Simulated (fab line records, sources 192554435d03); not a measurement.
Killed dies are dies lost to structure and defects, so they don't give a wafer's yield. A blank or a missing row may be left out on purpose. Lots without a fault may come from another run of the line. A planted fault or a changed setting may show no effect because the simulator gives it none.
Which tool did it? | flow n5_finfet | 10 lots, 30 wafers sampled, at 5 steps of a route of 1938

WHAT THE GAUGES READ, wafer by wafer
The record holds no reading of a measuring or inspecting step that can be judged against a usual standard deviation.

WHICH TOOL RAN EACH LOT (tool, then ch and the chambers of the sampled wafers, then the start)
lot  | N5_BEOL_M6_ETCH_65                 | N5_BEOL_M6_CURE_75            | N5_BEOL_M6_ANNEAL_51             | N5_BEOL_M6_CMP_52             | N5_PASSIVATION_PROBE_49
L612 | rie_diel-01 ch 0,1,3, day 11 00:27 | uv_cure-01 ch 1, day 11 01:05 | rtp_anneal-02 ch 0, day 11 03:38 | cmp-02 ch 0,3, day 11 03:57   | prober-01, day 14 13:41
L616 | rie_diel-04 ch 0,1,3, day 12 23:40 | uv_cure-03 ch 2, day 13 00:29 | rtp_anneal-02 ch 0, day 13 03:19 | cmp-04 ch 0,1,2, day 13 03:34 | prober-01, day 17 04:27
L630 | rie_diel-01 ch 1,3, day 14 20:05   | uv_cure-01 ch 2, day 14 20:40 | rtp_anneal-01 ch 0, day 14 23:37 | cmp-04 ch 0,2, day 14 23:55   | prober-01, day 18 09:35
L625 | rie_diel-01 ch 2,3, day 14 20:40   | uv_cure-02 ch 1, day 14 21:23 | rtp_anneal-01 ch 0, day 15 00:46 | cmp-02 ch 2,3, day 15 01:01   | prober-02, day 19 02:11
L626 | rie_diel-04 ch 0,1, day 14 23:22   | uv_cure-01 ch 0, day 14 23:59 | rtp_anneal-02 ch 0, day 15 01:40 | cmp-03 ch 0,1,3, day 15 01:55 | prober-01, day 18 17:01
L627 | rie_diel-01 ch 0,1,2, day 15 10:23 | uv_cure-01 ch 1, day 15 10:57 | rtp_anneal-02 ch 0, day 15 13:31 | cmp-02 ch 1,3, day 15 13:49   | prober-01, day 19 10:13
L631 | rie_diel-04 ch 1,2, day 16 01:24   | uv_cure-02 ch 1, day 16 02:00 | rtp_anneal-02 ch 0, day 16 03:35 | cmp-04 ch 0,1,2, day 16 03:53 | prober-02, day 19 18:25
L632 | rie_diel-04 ch 0,1,3, day 16 17:53 | uv_cure-02 ch 1, day 16 18:31 | rtp_anneal-02 ch 0, day 16 21:51 | cmp-04 ch 1,3, day 16 22:10   | prober-01, day 19 23:58
L633 | rie_diel-04 ch 0,3, day 16 20:26   | uv_cure-03 ch 1, day 16 21:00 | rtp_anneal-01 ch 0, day 17 00:11 | cmp-02 ch 2,3, day 17 00:31   | prober-01, day 20 09:39
L634 | rie_diel-04 ch 0,1,2, day 16 20:52 | uv_cure-02 ch 1, day 16 21:26 | rtp_anneal-01 ch 0, day 17 00:41 | cmp-04 ch 0,2,3, day 17 01:01 | prober-01, day 20 08:33
- N5_BEOL_M6_ETCH_65: etches SiARC in CF4, target depth 15.6 nm, time 26 s.
- N5_BEOL_M6_CURE_75: cures SiCOH lowk, time 120 s.
- N5_BEOL_M6_ANNEAL_51: time 90 s.
- N5_BEOL_M6_CMP_52: polishes, stops on SiCOH lowk, t overpolish 6.9 s, target thk 80 nm.
- N5_PASSIVATION_PROBE_49

WHAT THE TOOLS THEMSELVES READ (means of the sampled wafers that have a number; where no wafer has one, the mark that the record gives instead)
N5_BEOL_M6_ETCH_65. Usual: drypump_motor_current_A 5.7 A, standard deviation 0.4; etch_rf_on_time_s 26.0 s, standard deviation 0.7; oes_product_au 0.69 a.u., standard deviation 0.074; rf_vpp_V 184.3 V, standard deviation 1.2; showerhead_plenum_p_Torr 2.16 Torr, standard deviation 0.063; throttle_valve_pct 15.56 %, standard deviation 0.24.
lot  | tool        | drypump_motor_current_A (A) | etch_rf_on_time_s (s) | oes_product_au (a.u.) | rf_vpp_V (V) | showerhead_plenum_p_Torr (Torr) | throttle_valve_pct (%) | flag
L612 | rie_diel-01 | 6.0                         | 26.2                  | 0.65                  | 185.2        | 2.16                            | 15.41                  |
L616 | rie_diel-04 | 5.7                         | 25.7                  | 0.69                  | 184.7        | 2.22                            | 15.57                  |
L630 | rie_diel-01 | 6.1                         | 26.2                  | 0.65                  | 185.4        | 2.19                            | 15.43                  |
L625 | rie_diel-01 | 5.6                         | 25.6                  | 0.72                  | 184.5        | 2.13                            | 15.32                  |
L626 | rie_diel-04 | 5.8                         | 25.2                  | 0.73                  | 184.4        | 2.21                            | 15.66                  |
L627 | rie_diel-01 | 5.7                         | 26.0                  | 0.75                  | 183.9        | 2.14                            | 15.42                  |
L631 | rie_diel-04 | 5.3                         | 26.1                  | 0.71                  | 184.6        | 2.20                            | 15.50                  |
L632 | rie_diel-04 | 5.7                         | 25.4                  | 0.75                  | 184.9        | 2.21                            | 15.45                  |
L633 | rie_diel-04 | 6.0                         | 25.2                  | 0.74                  | 184.0        | 2.18                            | 15.60                  |
L634 | rie_diel-04 | 5.6                         | 25.7                  | 0.70                  | 185.5        | 2.17                            | 15.66                  |

N5_BEOL_M6_CURE_75. Usual: lamp_power_pct 52.31 %, standard deviation 0.052; run_length_s 178.5 s, standard deviation 1.1; wafer_temp_C_max 372.2, standard deviation 0.55.
lot  | tool       | lamp_power_pct (%) | run_length_s (s) | wafer_temp_C_max | flag
L612 | uv_cure-01 | 52.30              | 177.1            | 371.4            |
L616 | uv_cure-03 | 52.33              | 177.9            | 372.7            |
L630 | uv_cure-01 | 52.28              | 178.0            | 372.0            |
L625 | uv_cure-02 | -                  | -                | -                | OFF
L626 | uv_cure-01 | -                  | -                | -                | OFF
L627 | uv_cure-01 | 52.36              | 177.1            | 371.4            |
L631 | uv_cure-02 | 52.32              | 178.0            | 372.4            |
L632 | uv_cure-02 | 52.26              | 178.3            | 372.9            |
L633 | uv_cure-03 | 52.34              | 179.0            | 372.6            |
L634 | uv_cure-02 | 52.35              | 177.9            | 372.6            |

N5_BEOL_M6_ANNEAL_51. Usual: wafer_temp_C_max 225.79, standard deviation 0.22.
lot  | tool          | wafer_temp_C_max | flag
L612 | rtp_anneal-02 | 225.72           |
L616 | rtp_anneal-02 | 225.65           |
L630 | rtp_anneal-01 | 226.08           |
L625 | rtp_anneal-01 | 225.82           |
L626 | rtp_anneal-02 | 225.89           |
L627 | rtp_anneal-02 | 225.96           |
L631 | rtp_anneal-02 | 225.80           |
L632 | rtp_anneal-02 | 225.72           |
L633 | rtp_anneal-01 | 225.77           |
L634 | rtp_anneal-01 | 225.62           |

N5_BEOL_M6_CMP_52. Usual: barrier_field_endpoint_s 29.2 s, standard deviation 0.67; clearing_platen_down_force_psi 1.499 psi, standard deviation 0.0033; motor_current_A 5.7 A, standard deviation 0.5; overpolish_run_s 6.902 s, standard deviation 0.009; time_to_endpoint_s 63.6 s, standard deviation 2.5.
lot  | tool   | barrier_field_endpoint_s (s) | clearing_platen_down_force_psi (psi) | motor_current_A (A) | overpolish_run_s (s) | time_to_endpoint_s (s) | flag
L612 | cmp-02 | 29.4                         | 1.499                                | 5.9                 | 6.896                | 63.9                   |
L616 | cmp-04 | 29.1                         | 1.498                                | 5.6                 | 6.908                | 64.8                   |
L630 | cmp-04 | 29.0                         | 1.501                                | 5.7                 | 6.901                | 61.6                   |
L625 | cmp-02 | 30.0                         | 1.500                                | 6.6                 | 6.897                | 67.4                   |
L626 | cmp-03 | 29.3                         | 1.503                                | 5.6                 | 6.892                | 64.1                   |
L627 | cmp-02 | 28.7                         | 1.497                                | 5.7                 | 6.902                | 63.2                   |
L631 | cmp-04 | 29.5                         | 1.498                                | 5.7                 | 6.911                | 64.5                   |
L632 | cmp-04 | 30.1                         | 1.500                                | 5.8                 | 6.918                | 64.0                   |
L633 | cmp-02 | 29.5                         | 1.503                                | 6.3                 | 6.904                | 66.1                   |
L634 | cmp-04 | 29.0                         | 1.499                                | 5.8                 | 6.899                | 64.0                   |

N5_PASSIVATION_PROBE_49. Usual: defect_limited_yield 91.4 %, standard deviation 1.2; killed_at_M0_to_M3 34, standard deviation 9.1; killed_at_M4_up 14, standard deviation 5.8; killed_at_contacts 13, standard deviation 6; killed_at_front_end 38, standard deviation 10; killed_at_other 3.2, standard deviation 2.7; killed_dies 102, standard deviation 14; killed_on_rim 13, standard deviation 3.6; killed_open 68, standard deviation 11; killed_short 32, standard deviation 7.2; sort_bin_5_function 5.1 %, standard deviation 0.83; sort_bin_6_memory 3.2 %, standard deviation 0.56; sort_bin_8_speed 0.01 %, standard deviation 0.064; sort_n_pass 1078, standard deviation 14; sort_yield_pct 91.4 %, standard deviation 1.2.
lot  | tool      | defect_limited_yield (%) | killed_at_M0_to_M3 | killed_at_M4_up | killed_at_contacts | killed_at_front_end | killed_at_other | killed_dies | killed_on_rim | killed_open | killed_short | sort_bin_5_function (%) | sort_bin_6_memory (%) | sort_bin_8_speed (%) | sort_n_pass | sort_yield_pct (%) | flag
L612 | prober-01 | 91.4                     | 33                 | 20              | 14                 | 32                  | 1.7             | 101         | 12            | 75          | 25           | 4.9                     | 3.5                   | 0.00                 | 1079        | 91.4               |
L616 | prober-01 | 91.4                     | 33                 | 13              | 15                 | 34                  | 6.7             | 101         | 10            | 65          | 34           | 5.2                     | 3.2                   | 0.00                 | 1079        | 91.4               |
L630 | prober-01 | 93.2                     | 30                 | 15              | 10                 | 22                  | 2.7             | 80          | 11            | 54          | 25           | 3.7                     | 2.7                   | 0.25                 | 1097        | 93.0               | OFF
L625 | prober-02 | 91.4                     | 29                 | 13              | 11                 | 43                  | 5.7             | 102         | 15            | 68          | 33           | 5.2                     | 3.1                   | 0.00                 | 1078        | 91.4               |
L626 | prober-01 | 91.9                     | 22                 | 16              | 7                  | 43                  | 8.0             | 96          | 11            | 55          | 38           | 4.6                     | 3.3                   | 0.00                 | 1084        | 91.9               |
L627 | prober-01 | 92.2                     | 37                 | 7               | 11                 | 35                  | 1.7             | 92          | 10            | 59          | 32           | 4.6                     | 3.1                   | 0.00                 | 1088        | 92.2               |
L631 | prober-02 | 91.3                     | 40                 | 11              | 13                 | 33                  | 4.7             | 102         | 14            | 66          | 36           | 5.3                     | 3.1                   | 0.00                 | 1078        | 91.3               |
L632 | prober-01 | 91.4                     | 33                 | 10              | 15                 | 41                  | 2.3             | 101         | 14            | 67          | 31           | 4.9                     | 3.3                   | 0.00                 | 1079        | 91.4               |
L633 | prober-01 | 90.5                     | 42                 | 20              | 15                 | 33                  | 2.3             | 112         | 18            | 79          | 32           | 5.7                     | 3.5                   | 0.00                 | 1068        | 90.5               |
L634 | prober-01 | 90.1                     | 34                 | 18              | 13                 | 50                  | 2.0             | 117         | 16            | 83          | 29           | 5.9                     | 3.6                   | 0.00                 | 1063        | 90.1               |

THE ANSWER, worked out from the rows above alone
Rule: a lot is off if the mean of its wafers that have a number lies more than 3 standard deviations from the usual mean. A lot without any number at a reading at which 4 lots or more have one is off too. The other lots that the step has rows for count as sound. The gauges are gone through in route order, then the tools' own readings, and for those a lot's mean is taken as printed above. The first step at which some lot is off is used, and at that step the reading that is off furthest; a lot without a number counts as furthest.
Off: L625, L626, at N5_BEOL_M6_CURE_75 (lamp_power_pct). Without a number there: L625, L626.
A tool fits if, at that step or a process step before it, it ran every lot that is off, and no sound lot after the first of them. None of those tried fits.

WHAT THE SIMULATOR HAD PUT IN
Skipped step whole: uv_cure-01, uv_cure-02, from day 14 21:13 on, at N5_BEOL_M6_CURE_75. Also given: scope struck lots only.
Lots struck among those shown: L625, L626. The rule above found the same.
